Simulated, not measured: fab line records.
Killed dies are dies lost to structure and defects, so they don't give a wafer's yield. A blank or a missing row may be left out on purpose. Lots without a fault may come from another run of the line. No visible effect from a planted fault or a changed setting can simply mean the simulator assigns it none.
Comparing a struck lot with a sound one || flow nandHarc || 15 steps out of a route of 1159
Sound: the wafers L810.3, L810.4, L810.6. Wafers struck: L815.1, L815.2, L815.6. The cause comes at the end.
Order at every step that has rows: each side's tool, ch and its chambers, its first start. Under that, the readings that differ: sound wafers || struck wafers || difference of the means || sigmas: that difference in standard deviations of wafers without a fault.
alike: a reading whose means differ by less than 2 such deviations, as well as words and numbers matching on both sides. not compared: withheld readings; readings where some wafer has no value; bounds like >300 that might hide an equal value; numbers whose values overlap and for which the record gives no deviation.
Wherever a step has rows on one side only, a row that says differs or no value, or a row with sigmas, the two part there. Numbers that have no deviation but don't overlap get no sigmas and don't part them. A reading that every wafer of one side lacks parts them only if that side has two wafers or more.

NHARC_A_ZERO_WELL_DESCUM_12: chemistry O2, time 3 s.
  sound on rieDiel-13 ch 0,1,3, day 6 23:40; struck on rieDiel-01 ch 0,2,3, day 7 19:37
{"reading": "oesProductAu (a.u.)", "sound": "0.996 1.010 1.013", "struck": "0.991 0.986 0.978", "difference": -0.021, "sigmas": -2}
  alike: drypumpMotorCurrentA, mfcArSccm, rfVppV, showerheadPlenumPTorr, throttleValvePct
  not compared: rfHoursCounterH
NHARC_A_ZERO_WELL_ETCH_19: etches the open film in N2/H2, target depth 80 nm, overetch 24 nm, time 87.88 s.
  sound on rieDiel-13 ch 0,1,3, day 6 23:44; struck on rieDiel-01 ch 0,1, day 7 19:42
  alike: drypumpMotorCurrentA, mfcArSccm, oesProductAu, rfVppV, showerheadPlenumPTorr, throttleValvePct
  not compared: rfHoursCounterH
NHARC_A_ZERO_WELL_ETCH_13: etches the open film in HBr/Cl2, target depth 120 nm, time 40.1 s.
  sound on rieSi-01 ch 0,1, day 6 23:51; struck on rieSi-06 ch 0,1,3, day 7 19:50
  alike: drypumpMotorCurrentA, oesProductAu, throttleValvePct
  not compared: rfHoursCounterH
then, 4 steps without rows for these wafers: NHARC_A_ZERO_WELL_STRIP_14 (strips in SPM, time 900 s); NHARC_A_ZERO_WELL_IMPLANT_15; NHARC_A_ZERO_WELL_PRECLEAN_22 (cleans in SC1, time 60 s); NHARC_A_ZERO_WELL_SRD_23.
NHARC_A_ZERO_WELL_RTA_16: time 10 s.
  sound on rtpAnneal-01 ch 0, day 7 00:49; struck on rtpAnneal-02 ch 0, day 7 20:43
{"reading": "lampPowerPct (%)", "sound": "28.58 28.59 28.54", "struck": "27.97 27.95 27.97", "difference": -0.61, "sigmas": -2}
  alike: wafer_temp_C_max
NHARC_A_ZERO_WELL_INSPECT_17:
  sound on defectInspect-01, day 7 00:59; struck on defectInspect-01, day 7 20:55
  alike: rawDefectCount
then, 2 steps without rows for these wafers: NHARC_A_SOURCE_PLATE_PRECLEAN_00 (cleans in HF-LAST, time 60 s); NHARC_A_SOURCE_PLATE_SRD_01.
NHARC_A_SOURCE_PLATE_OXIDE_02: material SiO2, target thk 10 nm, ox time 1362 s.
  sound on furnace-03 ch 0, day 7 05:12; struck on furnace-03 ch 0, day 8 03:59
  alike: oxTempC, oxTimeS, zonePowerBottomPct
NHARC_A_SOURCE_PLATE_THK_MEAS_09: measures by ellipsometry.
  sound on filmMetro-01, day 7 09:19; struck on filmMetro-01, day 8 08:25
{"reading": "thkNm (nm)", "sound": "9.4 9.2 10.1", "struck": "16.3 15.9 16.3", "difference": "+6.6", "sigmas": "+7"}
then, 2 steps without rows for these wafers: NHARC_A_SOURCE_PLATE_PVD_04 (deposits WSi2, target thk 50 nm); NHARC_END_SORT_01.

WHERE THEY PART
At NHARC_A_ZERO_WELL_DESCUM_12 first; at NHARC_A_SOURCE_PLATE_THK_MEAS_09 last (within this record only).

WHY: what had been put in by the simulator
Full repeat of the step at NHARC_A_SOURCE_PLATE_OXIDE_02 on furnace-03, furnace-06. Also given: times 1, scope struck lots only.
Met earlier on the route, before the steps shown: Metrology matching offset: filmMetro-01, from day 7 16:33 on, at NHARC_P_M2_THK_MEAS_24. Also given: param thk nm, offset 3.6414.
